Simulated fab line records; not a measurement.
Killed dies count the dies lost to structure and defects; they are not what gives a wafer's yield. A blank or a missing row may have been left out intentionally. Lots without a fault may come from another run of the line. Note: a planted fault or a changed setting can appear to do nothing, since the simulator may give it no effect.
The tool behind it: which one? || flow n5Finfet || 10 lots, 30 wafers sampled, at 4 steps of a route of 1938

## WHAT THE GAUGES READ, wafer by wafer
No reading from a measuring or inspecting step in the record can be judged against a usual standard deviation.

## EACH LOT AND THE TOOL THAT RAN IT (in order: tool; ch and the chambers of the sampled wafers; start)
{"lot": "L176", "N5_BEOL_M7_PECVD_70": "pecvd-02 ch 0,1, day 9 19:52", "N5_BEOL_M7_ETCH_61": "rieDiel-05 ch 2,3, day 9 20:57", "N5_BEOL_M7_COAT_71": "lithoTrack-02 ch 0, day 9 22:04", "N5_BEOL_M7_DESCUM_33": "rieDiel-06 ch 0,2,3, day 9 22:43"}
{"lot": "L178", "N5_BEOL_M7_PECVD_70": "pecvd-02 ch 0,1, day 10 06:52", "N5_BEOL_M7_ETCH_61": "rieDiel-02 ch 0,2,3, day 10 07:59", "N5_BEOL_M7_COAT_71": "lithoTrack-04 ch 0, day 10 10:06", "N5_BEOL_M7_DESCUM_33": "rieDiel-06 ch 0,2,3, day 10 10:29"}
{"lot": "L179", "N5_BEOL_M7_PECVD_70": "pecvd-01 ch 0,1, day 10 07:04", "N5_BEOL_M7_ETCH_61": "rieDiel-02 ch 1,2,3, day 10 08:15", "N5_BEOL_M7_COAT_71": "lithoTrack-01 ch 0, day 10 09:31", "N5_BEOL_M7_DESCUM_33": "rieDiel-06 ch 0,1, day 10 10:02"}
{"lot": "L180", "N5_BEOL_M7_PECVD_70": "pecvd-02 ch 0,1, day 10 14:11", "N5_BEOL_M7_ETCH_61": "rieDiel-05 ch 2,3, day 10 15:36", "N5_BEOL_M7_COAT_71": "lithoTrack-01 ch 0, day 10 17:15", "N5_BEOL_M7_DESCUM_33": "rieDiel-06 ch 0,1, day 10 17:46"}
{"lot": "L182", "N5_BEOL_M7_PECVD_70": "pecvd-04 ch 0,1, day 11 05:16", "N5_BEOL_M7_ETCH_61": "rieDiel-02 ch 1,2,3, day 11 07:40", "N5_BEOL_M7_COAT_71": "lithoTrack-01 ch 0, day 11 08:17", "N5_BEOL_M7_DESCUM_33": "rieDiel-06 ch 2,3, day 11 08:40"}
{"lot": "L187", "N5_BEOL_M7_PECVD_70": "pecvd-04 ch 0,2, day 12 08:38", "N5_BEOL_M7_ETCH_61": "rieDiel-05 ch 1,2,3, day 12 10:33", "N5_BEOL_M7_COAT_71": "lithoTrack-02 ch 0, day 12 13:01", "N5_BEOL_M7_DESCUM_33": "rieDiel-06 ch 0,1,2, day 12 13:47"}
{"lot": "L189", "N5_BEOL_M7_PECVD_70": "pecvd-01 ch 0,1,2, day 12 17:49", "N5_BEOL_M7_ETCH_61": "rieDiel-02 ch 0,1,3, day 12 18:32", "N5_BEOL_M7_COAT_71": "lithoTrack-04 ch 0, day 12 19:48", "N5_BEOL_M7_DESCUM_33": "rieDiel-02 ch 1,2,3, day 12 20:21"}
{"lot": "L191", "N5_BEOL_M7_PECVD_70": "pecvd-04 ch 0,2, day 13 13:35", "N5_BEOL_M7_ETCH_61": "rieDiel-06 ch 1,2,3, day 13 16:34", "N5_BEOL_M7_COAT_71": "lithoTrack-01 ch 0, day 13 17:04", "N5_BEOL_M7_DESCUM_33": "rieDiel-05 ch 0,1, day 13 17:33"}
{"lot": "L192", "N5_BEOL_M7_PECVD_70": "pecvd-02 ch 0,1,2, day 13 20:25", "N5_BEOL_M7_ETCH_61": "rieDiel-06 ch 0,3, day 13 21:29", "N5_BEOL_M7_COAT_71": "lithoTrack-01 ch 0, day 14 00:37", "N5_BEOL_M7_DESCUM_33": "rieDiel-05 ch 0,1,3, day 14 01:10"}
{"lot": "L194", "N5_BEOL_M7_PECVD_70": "pecvd-04 ch 0,1, day 14 09:27", "N5_BEOL_M7_ETCH_61": "rieDiel-06 ch 0,3, day 14 11:10", "N5_BEOL_M7_COAT_71": "lithoTrack-02 ch 0, day 14 12:14", "N5_BEOL_M7_DESCUM_33": "rieDiel-02 ch 0,3, day 14 13:07"}
- N5_BEOL_M7_PECVD_70: deposits SiO2 from TEOS/O2, target thk 20 nm, time 22.7 s.
- N5_BEOL_M7_ETCH_61: etches SiARC in CF4, target depth 45.5 nm, time 75.8 s.
- N5_BEOL_M7_COAT_71: time 60 s, resist thk 5 nm.
- N5_BEOL_M7_DESCUM_33: chemistry O2, time 7 s.

## AS READ BY THE TOOLS THEMSELVES (means over the sampled wafers that have a number; for cases with no such wafer, the mark the record gives instead)
N5_BEOL_M7_PECVD_70. Usual: heaterPowerW 708 W, standard deviation 91; showerheadPlenumPTorr 8.75 Torr, standard deviation 0.055; throttleValvePct 23.3 %, standard deviation 1.3.
{"lot": "L176", "tool": "pecvd-02", "heaterPowerW (W)": 740, "showerheadPlenumPTorr (Torr)": 8.76, "throttleValvePct (%)": 23.9, "flag": ""}
{"lot": "L178", "tool": "pecvd-02", "heaterPowerW (W)": 775, "showerheadPlenumPTorr (Torr)": 8.79, "throttleValvePct (%)": 23.4, "flag": ""}
{"lot": "L179", "tool": "pecvd-01", "heaterPowerW (W)": 695, "showerheadPlenumPTorr (Torr)": 8.83, "throttleValvePct (%)": 24.7, "flag": ""}
{"lot": "L180", "tool": "pecvd-02", "heaterPowerW (W)": 825, "showerheadPlenumPTorr (Torr)": 8.75, "throttleValvePct (%)": 23.8, "flag": ""}
{"lot": "L182", "tool": "pecvd-04", "heaterPowerW (W)": 642, "showerheadPlenumPTorr (Torr)": 8.77, "throttleValvePct (%)": 23.8, "flag": ""}
{"lot": "L187", "tool": "pecvd-04", "heaterPowerW (W)": 594, "showerheadPlenumPTorr (Torr)": 8.72, "throttleValvePct (%)": 22.5, "flag": ""}
{"lot": "L189", "tool": "pecvd-01", "heaterPowerW (W)": 675, "showerheadPlenumPTorr (Torr)": 8.79, "throttleValvePct (%)": 23.6, "flag": ""}
{"lot": "L191", "tool": "pecvd-04", "heaterPowerW (W)": 669, "showerheadPlenumPTorr (Torr)": 8.71, "throttleValvePct (%)": 22.4, "flag": ""}
{"lot": "L192", "tool": "pecvd-02", "heaterPowerW (W)": 801, "showerheadPlenumPTorr (Torr)": 8.75, "throttleValvePct (%)": 23.2, "flag": ""}
{"lot": "L194", "tool": "pecvd-04", "heaterPowerW (W)": 659, "showerheadPlenumPTorr (Torr)": 8.78, "throttleValvePct (%)": 23.8, "flag": ""}

N5_BEOL_M7_ETCH_61. Usual: chamberPressureMTorr 40.00 mTorr, standard deviation 0.035; drypumpMotorCurrentA 5.5 A, standard deviation 0.4; etchRfOnTimeS 76.1 s, standard deviation 2.2; oesProductAu 0.68 a.u., standard deviation 0.055; rfVppV 184.2 V, standard deviation 1.1; showerheadPlenumPTorr 2.15 Torr, standard deviation 0.07; throttleValvePct 15.51 %, standard deviation 0.12.
{"lot": "L176", "tool": "rieDiel-05", "chamberPressureMTorr (mTorr)": 40.00, "drypumpMotorCurrentA (A)": 5.1, "etchRfOnTimeS (s)": 78.6, "oesProductAu (a.u.)": 0.71, "rfVppV (V)": 185.2, "showerheadPlenumPTorr (Torr)": 2.19, "throttleValvePct (%)": 15.38, "flag": ""}
{"lot": "L178", "tool": "rieDiel-02", "chamberPressureMTorr (mTorr)": 40.05, "drypumpMotorCurrentA (A)": 5.5, "etchRfOnTimeS (s)": 77.2, "oesProductAu (a.u.)": 0.61, "rfVppV (V)": 185.1, "showerheadPlenumPTorr (Torr)": 2.14, "throttleValvePct (%)": 15.64, "flag": ""}
{"lot": "L179", "tool": "rieDiel-02", "chamberPressureMTorr (mTorr)": 40.00, "drypumpMotorCurrentA (A)": 5.8, "etchRfOnTimeS (s)": 76.6, "oesProductAu (a.u.)": 0.63, "rfVppV (V)": 183.9, "showerheadPlenumPTorr (Torr)": 2.12, "throttleValvePct (%)": 15.56, "flag": ""}
{"lot": "L180", "tool": "rieDiel-05", "chamberPressureMTorr (mTorr)": 39.93, "drypumpMotorCurrentA (A)": 5.1, "etchRfOnTimeS (s)": 78.0, "oesProductAu (a.u.)": 0.70, "rfVppV (V)": 184.8, "showerheadPlenumPTorr (Torr)": 2.21, "throttleValvePct (%)": 15.37, "flag": ""}
{"lot": "L182", "tool": "rieDiel-02", "chamberPressureMTorr (mTorr)": 39.98, "drypumpMotorCurrentA (A)": 5.8, "etchRfOnTimeS (s)": 75.8, "oesProductAu (a.u.)": 0.63, "rfVppV (V)": 183.3, "showerheadPlenumPTorr (Torr)": 2.12, "throttleValvePct (%)": 15.57, "flag": ""}
{"lot": "L187", "tool": "rieDiel-05", "chamberPressureMTorr (mTorr)": 39.98, "drypumpMotorCurrentA (A)": 5.4, "etchRfOnTimeS (s)": 77.5, "oesProductAu (a.u.)": 0.69, "rfVppV (V)": 184.7, "showerheadPlenumPTorr (Torr)": 2.19, "throttleValvePct (%)": 15.47, "flag": ""}
{"lot": "L189", "tool": "rieDiel-02", "chamberPressureMTorr (mTorr)": 40.00, "drypumpMotorCurrentA (A)": 5.5, "etchRfOnTimeS (s)": 75.8, "oesProductAu (a.u.)": 0.62, "rfVppV (V)": 184.3, "showerheadPlenumPTorr (Torr)": 2.13, "throttleValvePct (%)": 15.58, "flag": ""}
{"lot": "L191", "tool": "rieDiel-06", "chamberPressureMTorr (mTorr)": 40.01, "drypumpMotorCurrentA (A)": 5.3, "etchRfOnTimeS (s)": 73.7, "oesProductAu (a.u.)": 0.71, "rfVppV (V)": 184.5, "showerheadPlenumPTorr (Torr)": 2.11, "throttleValvePct (%)": 15.44, "flag": ""}
{"lot": "L192", "tool": "rieDiel-06", "chamberPressureMTorr (mTorr)": 40.01, "drypumpMotorCurrentA (A)": 5.7, "etchRfOnTimeS (s)": 75.4, "oesProductAu (a.u.)": 0.71, "rfVppV (V)": 183.5, "showerheadPlenumPTorr (Torr)": 2.11, "throttleValvePct (%)": 15.43, "flag": ""}
{"lot": "L194", "tool": "rieDiel-06", "chamberPressureMTorr (mTorr)": 40.01, "drypumpMotorCurrentA (A)": 5.7, "etchRfOnTimeS (s)": 75.7, "oesProductAu (a.u.)": 0.70, "rfVppV (V)": 183.4, "showerheadPlenumPTorr (Torr)": 2.11, "throttleValvePct (%)": 15.42, "flag": ""}

N5_BEOL_M7_COAT_71. Usual: resistLineTempC 23.01 C, standard deviation 0.095; spinSpeedRpm 1499.8 rpm, standard deviation 0.91.
{"lot": "L176", "tool": "lithoTrack-02", "resistLineTempC (C)": 22.99, "spinSpeedRpm (rpm)": 1499.6, "flag": ""}
{"lot": "L178", "tool": "lithoTrack-04", "resistLineTempC (C)": 22.99, "spinSpeedRpm (rpm)": 1498.8, "flag": ""}
{"lot": "L179", "tool": "lithoTrack-01", "resistLineTempC (C)": 22.98, "spinSpeedRpm (rpm)": 1554.0, "flag": "OFF"}
{"lot": "L180", "tool": "lithoTrack-01", "resistLineTempC (C)": 22.94, "spinSpeedRpm (rpm)": 1555.0, "flag": "OFF"}
{"lot": "L182", "tool": "lithoTrack-01", "resistLineTempC (C)": 22.99, "spinSpeedRpm (rpm)": 1554.4, "flag": "OFF"}
{"lot": "L187", "tool": "lithoTrack-02", "resistLineTempC (C)": 22.97, "spinSpeedRpm (rpm)": 1500.0, "flag": ""}
{"lot": "L189", "tool": "lithoTrack-04", "resistLineTempC (C)": 22.93, "spinSpeedRpm (rpm)": 1500.2, "flag": ""}
{"lot": "L191", "tool": "lithoTrack-01", "resistLineTempC (C)": 22.96, "spinSpeedRpm (rpm)": 1500.7, "flag": ""}
{"lot": "L192", "tool": "lithoTrack-01", "resistLineTempC (C)": 23.05, "spinSpeedRpm (rpm)": 1500.2, "flag": ""}
{"lot": "L194", "tool": "lithoTrack-02", "resistLineTempC (C)": 23.04, "spinSpeedRpm (rpm)": 1498.8, "flag": ""}

N5_BEOL_M7_DESCUM_33. Usual: biasPowerW 20.00 W, standard deviation 0.061; chamberPressureMTorr 19.997 mTorr, standard deviation 0.017; drypumpMotorCurrentA 5.5 A, standard deviation 0.42; oesProductAu 0.79 a.u., standard deviation 0.064; rfVppV 243.4 V, standard deviation 1.4; showerheadPlenumPTorr 2.10 Torr, standard deviation 0.082; throttleValvePct 20.35 %, standard deviation 0.19.
{"lot": "L176", "tool": "rieDiel-06", "biasPowerW (W)": 19.98, "chamberPressureMTorr (mTorr)": 19.984, "drypumpMotorCurrentA (A)": 5.7, "oesProductAu (a.u.)": 0.84, "rfVppV (V)": 243.7, "showerheadPlenumPTorr (Torr)": 2.09, "throttleValvePct (%)": 20.21, "flag": ""}
{"lot": "L178", "tool": "rieDiel-06", "biasPowerW (W)": 19.97, "chamberPressureMTorr (mTorr)": 19.994, "drypumpMotorCurrentA (A)": 5.7, "oesProductAu (a.u.)": 0.85, "rfVppV (V)": 242.8, "showerheadPlenumPTorr (Torr)": 2.09, "throttleValvePct (%)": 20.21, "flag": ""}
{"lot": "L179", "tool": "rieDiel-06", "biasPowerW (W)": 20.03, "chamberPressureMTorr (mTorr)": 19.995, "drypumpMotorCurrentA (A)": 5.3, "oesProductAu (a.u.)": 0.84, "rfVppV (V)": 243.3, "showerheadPlenumPTorr (Torr)": 2.09, "throttleValvePct (%)": 20.22, "flag": ""}
{"lot": "L180", "tool": "rieDiel-06", "biasPowerW (W)": 19.99, "chamberPressureMTorr (mTorr)": 20.010, "drypumpMotorCurrentA (A)": 5.0, "oesProductAu (a.u.)": 0.75, "rfVppV (V)": 242.9, "showerheadPlenumPTorr (Torr)": 2.08, "throttleValvePct (%)": 20.37, "flag": ""}
{"lot": "L182", "tool": "rieDiel-06", "biasPowerW (W)": 19.97, "chamberPressureMTorr (mTorr)": 20.010, "drypumpMotorCurrentA (A)": 5.6, "oesProductAu (a.u.)": 0.79, "rfVppV (V)": 243.9, "showerheadPlenumPTorr (Torr)": 2.12, "throttleValvePct (%)": 20.36, "flag": ""}
{"lot": "L187", "tool": "rieDiel-06", "biasPowerW (W)": 19.96, "chamberPressureMTorr (mTorr)": 19.975, "drypumpMotorCurrentA (A)": 5.3, "oesProductAu (a.u.)": 0.88, "rfVppV (V)": 243.1, "showerheadPlenumPTorr (Torr)": 2.13, "throttleValvePct (%)": 20.24, "flag": ""}
{"lot": "L189", "tool": "rieDiel-02", "biasPowerW (W)": 20.01, "chamberPressureMTorr (mTorr)": 20.005, "drypumpMotorCurrentA (A)": 5.8, "oesProductAu (a.u.)": 0.73, "rfVppV (V)": 242.6, "showerheadPlenumPTorr (Torr)": 2.06, "throttleValvePct (%)": 20.31, "flag": ""}
{"lot": "L191", "tool": "rieDiel-05", "biasPowerW (W)": 19.95, "chamberPressureMTorr (mTorr)": 19.984, "drypumpMotorCurrentA (A)": 6.0, "oesProductAu (a.u.)": 0.81, "rfVppV (V)": 243.2, "showerheadPlenumPTorr (Torr)": 2.11, "throttleValvePct (%)": 20.44, "flag": ""}
{"lot": "L192", "tool": "rieDiel-05", "biasPowerW (W)": 19.97, "chamberPressureMTorr (mTorr)": 20.009, "drypumpMotorCurrentA (A)": 5.7, "oesProductAu (a.u.)": 0.80, "rfVppV (V)": 244.2, "showerheadPlenumPTorr (Torr)": 2.12, "throttleValvePct (%)": 20.48, "flag": ""}
{"lot": "L194", "tool": "rieDiel-02", "biasPowerW (W)": 19.99, "chamberPressureMTorr (mTorr)": 20.002, "drypumpMotorCurrentA (A)": 5.2, "oesProductAu (a.u.)": 0.71, "rfVppV (V)": 243.4, "showerheadPlenumPTorr (Torr)": 2.10, "throttleValvePct (%)": 20.50, "flag": ""}

## THE ANSWER, worked out from the rows above alone
Rule: lot off if the mean of its wafers having a number is beyond 3 standard deviations from the usual mean. A lot without any number at a reading at which 4 lots or more have one is off too. All remaining lots with rows at the step are treated as sound. First the gauges in route order, then the tools' own readings, where a lot's mean is used as printed above. At the first step where some lot is off, the reading lying furthest off is the one used; lots without a number count as furthest.
Off at N5_BEOL_M7_COAT_71 (spinSpeedRpm): L179, L180, L182.
A tool fits if, at that step or a process step before it, it ran every lot that is off, and no sound lot after the first of them. None of those tried fits.

## WHAT THE SIMULATOR HAD INSERTED
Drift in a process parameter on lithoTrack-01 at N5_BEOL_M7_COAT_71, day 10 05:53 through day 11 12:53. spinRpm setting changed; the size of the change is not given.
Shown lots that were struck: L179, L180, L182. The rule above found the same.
